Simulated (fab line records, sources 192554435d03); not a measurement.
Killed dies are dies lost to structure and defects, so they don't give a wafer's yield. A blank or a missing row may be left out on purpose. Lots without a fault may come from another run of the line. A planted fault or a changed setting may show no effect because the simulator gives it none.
Split-lot experiment | flow n5_finfet | 7 lots, 21 wafers read, on a route of 1938 steps

THE SPLIT
At N5_BEOL_M6_EXPOSE_25 (exposes mask V5, target cd 40 nm), the setting dose_mj was moved away from the recipe's 45 on 8 of the 21 wafers read, by -4.0% to +5.6%. The other wafers ran this setting at the recipe's value.

FROM THE SPLIT TO THE READING: what the file shows between them, 2 steps
- N5_BEOL_M6_PEB_26: peb time 60 s
- N5_BEOL_M6_DEVELOP_27: develop time 30 s

THE READING
cd_nm, in nm, at N5_BEOL_M6_CD_MEAS_28 (target cd 40 nm). Fault-free wafers of this fab line usually give 40.01 nm, standard deviation 0.23 nm.

wafer  | tool, chamber at the split | dose_mj as run | against the recipe | cd_nm, nm | against lot-mates on the recipe
L075.1 | euv_scanner-01, 0          | 47.47          | +5.5%              | 40.93     | +1.48
L075.4 | euv_scanner-01, 0          | 45             | recipe             | 39.54     | -
L075.5 | euv_scanner-01, 0          | 45             | recipe             | 39.35     | -
L077.2 | euv_scanner-02, 0          | 45             | recipe             | 40.07     | -
L077.3 | euv_scanner-02, 0          | 46.01          | +2.2%              | 40.58     | +0.67
L077.5 | euv_scanner-02, 0          | 45             | recipe             | 39.75     | -
L078.2 | euv_scanner-01, 0          | 45             | recipe             | 39.89     | -
L078.4 | euv_scanner-01, 0          | 45             | recipe             | 40.17     | -
L078.5 | euv_scanner-01, 0          | 45             | recipe             | 39.55     | -
L083.2 | euv_scanner-01, 0          | 45             | recipe             | 40.30     | -
L083.4 | euv_scanner-01, 0          | 46.71          | +3.8%              | 41.14     | +0.83
L083.6 | euv_scanner-01, 0          | 45             | recipe             | 40.33     | -
L088.1 | euv_scanner-01, 0          | 45             | recipe             | 40.19     | -
L088.4 | euv_scanner-01, 0          | 43.42          | -3.5%              | 38.94     | -1.25
L088.5 | euv_scanner-01, 0          | 43.42          | -3.5%              | 38.98     | -1.21
L090.3 | euv_scanner-02, 0          | 45             | recipe             | 40.03     | -
L090.5 | euv_scanner-02, 0          | 45             | recipe             | 40.04     | -
L090.6 | euv_scanner-02, 0          | 43.18          | -4.0%              | 39.22     | -0.81
L092.1 | euv_scanner-02, 0          | 47.51          | +5.6%              | 41.20     | +1.34
L092.2 | euv_scanner-02, 0          | 47.51          | +5.6%              | 41.29     | +1.43
L092.5 | euv_scanner-02, 0          | 45             | recipe             | 39.86     | -

THE FIT
A straight line over all 21 wafers: cd_nm changes by +0.235 nm for each +1% of dose_mj; r = +0.92; the points scatter about the line by 0.28 nm.
The same after taking each lot's own level away (the mean of its wafers on the recipe; 21 wafers): +0.265 nm for each +1%; r = +0.97; scatter 0.17 nm.
On that fit, the largest move of dose_mj shifts the reading by 1.5 nm.
The lots' own levels span 39.445 to 40.315 nm, that is 3.8 times the standard deviation above.
So the lot-to-lot level changes the slope: the two fits differ.
Check: with one of the wafers moved furthest among these (+5.6%) left out of the fit, the line predicts +1.48 nm for it against its lot-mates. It came out at +1.34 nm against them.

OTHER SPLITS ON THESE WAFERS
These wafers also went through other splits before the reading. Each is held against what the fit with the lots' levels taken away leaves over:
other split on the same wafers | wafers away from the commonest value | r with cd_nm (lot level and that fit taken away)
N5_BEOL_M4_COAT_62 spin_rpm    | 7                                    | -0.06
N5_BEOL_M5_DESCUM_16 time_s    | 7                                    | -0.05
N5_BEOL_M5_ETCH_72 source_w    | 6                                    | -0.40
N5_BEOL_M6_COAT_22 spin_rpm    | 6                                    | -0.02

THE WHOLE CHAIN: every reading that the file lists as answering this split, in the file's order
step                  | what it does                                                | reading                                                        | change (the file's fit)               | r (the file's)
N5_BEOL_M6_CD_MEAS_28 | target cd 40 nm                                             | cd_nm                                                          | +0.257 nm for each +1% of the setting | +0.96
N5_BEOL_M6_DESCUM_33  | chemistry O2, time 7 s                                      | BEOL_M6.cd_nm (the simulator's own value, which no gauge read) | +0.218 nm for each +1% of the setting | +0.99
N5_BEOL_M6_ETCH_72    | etches underlayer in N2/H2, target depth 6.5 nm, time 5.2 s | BEOL_M6.cd_nm (the simulator's own value, which no gauge read) | +0.208 nm for each +1% of the setting | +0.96

THE FILE'S OWN FIT
cd_nm changes by +0.257 nm for each +1% of dose_mj, r = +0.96.
